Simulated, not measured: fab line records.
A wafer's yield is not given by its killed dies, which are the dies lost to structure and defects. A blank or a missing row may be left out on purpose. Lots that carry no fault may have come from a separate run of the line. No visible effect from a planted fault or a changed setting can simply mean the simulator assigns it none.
Chamber matching || flow n5Finfet || 4 sister chambers for N5_BEOL_M4_ETCH_70 on rieDiel-02
The step etches SOC in N2/H2, target depth 80 nm, overetch 24 nm, time 130 s. 16 wafers are shown with their chamber, then 8 later ones without.

## EACH WAFER AND ITS CHAMBER
{"wafer": "L077.1", "chamber": 2, "drypumpMotorCurrentA (A)": 5.9, "showerheadPlenumPTorr (Torr)": 2.41, "rfVppV (V)": 521.1}
{"wafer": "L077.3", "chamber": 3, "drypumpMotorCurrentA (A)": 5.7, "showerheadPlenumPTorr (Torr)": 2.63, "rfVppV (V)": 527.2}
{"wafer": "L077.5", "chamber": 2, "drypumpMotorCurrentA (A)": 5.9, "showerheadPlenumPTorr (Torr)": 2.41, "rfVppV (V)": 520.5}
{"wafer": "L081.3", "chamber": 0, "drypumpMotorCurrentA (A)": 5.3, "showerheadPlenumPTorr (Torr)": 2.51, "rfVppV (V)": 525.0}
{"wafer": "L081.4", "chamber": 1, "drypumpMotorCurrentA (A)": 5.6, "showerheadPlenumPTorr (Torr)": 2.44, "rfVppV (V)": 520.8}
{"wafer": "L081.5", "chamber": 0, "drypumpMotorCurrentA (A)": 5.3, "showerheadPlenumPTorr (Torr)": 2.51, "rfVppV (V)": 523.4}
{"wafer": "L080.1", "chamber": 1, "drypumpMotorCurrentA (A)": 5.7, "showerheadPlenumPTorr (Torr)": 2.44, "rfVppV (V)": 520.3}
{"wafer": "L080.3", "chamber": 0, "drypumpMotorCurrentA (A)": 5.3, "showerheadPlenumPTorr (Torr)": 2.51, "rfVppV (V)": 523.8}
{"wafer": "L080.6", "chamber": 0, "drypumpMotorCurrentA (A)": 5.3, "showerheadPlenumPTorr (Torr)": 2.51, "rfVppV (V)": 522.8}
{"wafer": "L083.1", "chamber": 0, "drypumpMotorCurrentA (A)": 5.3, "showerheadPlenumPTorr (Torr)": 2.51, "rfVppV (V)": 521.9}
{"wafer": "L083.5", "chamber": 2, "drypumpMotorCurrentA (A)": 5.9, "showerheadPlenumPTorr (Torr)": 2.40, "rfVppV (V)": 520.0}
{"wafer": "L083.6", "chamber": 0, "drypumpMotorCurrentA (A)": 5.3, "showerheadPlenumPTorr (Torr)": 2.51, "rfVppV (V)": 521.9}
{"wafer": "L089.1", "chamber": 3, "drypumpMotorCurrentA (A)": 5.7, "showerheadPlenumPTorr (Torr)": 2.62, "rfVppV (V)": 525.7}
{"wafer": "L089.3", "chamber": 1, "drypumpMotorCurrentA (A)": 5.7, "showerheadPlenumPTorr (Torr)": 2.43, "rfVppV (V)": 520.4}
{"wafer": "L089.4", "chamber": 0, "drypumpMotorCurrentA (A)": 5.3, "showerheadPlenumPTorr (Torr)": 2.50, "rfVppV (V)": 523.9}
{"wafer": "L087.3", "chamber": 1, "drypumpMotorCurrentA (A)": 5.7, "showerheadPlenumPTorr (Torr)": 2.43, "rfVppV (V)": 521.5}

SIGNATURES, as means of the wafers listed above
{"reading": "drypumpMotorCurrentA", "chamber 0": 5.300, "chamber 1": 5.675, "chamber 2": 5.900, "chamber 3": 5.700, "scatter within a chamber": 0.025}
{"reading": "showerheadPlenumPTorr", "chamber 0": 2.5086, "chamber 1": 2.4350, "chamber 2": 2.4067, "chamber 3": 2.6250, "scatter within a chamber": 0.00502}
{"reading": "rfVppV", "chamber 0": 523.243, "chamber 1": 520.750, "chamber 2": 520.533, "chamber 3": 526.450, "scatter within a chamber": 0.926}
Rule: distance of a wafer from a chamber = root of the sum over the readings of ((wafer's reading minus chamber's mean) / reading's scatter) squared. The wafer belongs to the nearest chamber; if the next one is less than 2 further off, it can't be placed. The scatter: take each reading less its chamber's mean, square it, sum over the shown wafers, divide by the number of wafers less the number of chambers, and take the root.

## WAFERS WHOSE CHAMBER IS MISSING
{"wafer": "L087.5", "drypumpMotorCurrentA (A)": 5.6, "showerheadPlenumPTorr (Torr)": 2.43, "rfVppV (V)": 519.8}
{"wafer": "L087.6", "drypumpMotorCurrentA (A)": 5.7, "showerheadPlenumPTorr (Torr)": 2.62, "rfVppV (V)": 526.1}
{"wafer": "L093.1", "drypumpMotorCurrentA (A)": 5.3, "showerheadPlenumPTorr (Torr)": 2.50, "rfVppV (V)": 523.2}
{"wafer": "L093.4", "drypumpMotorCurrentA (A)": 5.9, "showerheadPlenumPTorr (Torr)": 2.72, "rfVppV (V)": 528.9}
{"wafer": "L093.5", "drypumpMotorCurrentA (A)": 5.7, "showerheadPlenumPTorr (Torr)": 2.61, "rfVppV (V)": 526.1}
{"wafer": "L094.1", "drypumpMotorCurrentA (A)": 5.3, "showerheadPlenumPTorr (Torr)": 2.50, "rfVppV (V)": 524.0}
{"wafer": "L094.5", "drypumpMotorCurrentA (A)": 5.7, "showerheadPlenumPTorr (Torr)": 2.43, "rfVppV (V)": 521.5}
{"wafer": "L094.6", "drypumpMotorCurrentA (A)": 5.9, "showerheadPlenumPTorr (Torr)": 2.71, "rfVppV (V)": 527.8}

## WHICH CHAMBER EACH WENT THROUGH
{"wafer": "L087.5", "from the rows above": 1, "in truth": 1}
{"wafer": "L087.6", "from the rows above": 3, "in truth": 3}
{"wafer": "L093.1", "from the rows above": 0, "in truth": 0}
{"wafer": "L093.4", "from the rows above": 3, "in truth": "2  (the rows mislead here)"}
{"wafer": "L093.5", "from the rows above": 3, "in truth": 3}
{"wafer": "L094.1", "from the rows above": 0, "in truth": 0}
{"wafer": "L094.5", "from the rows above": 1, "in truth": 1}
{"wafer": "L094.6", "from the rows above": 3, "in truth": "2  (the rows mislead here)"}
Correct placement for 6 of the 8. Not placeable from these rows: 0. Placed wrongly: 2.
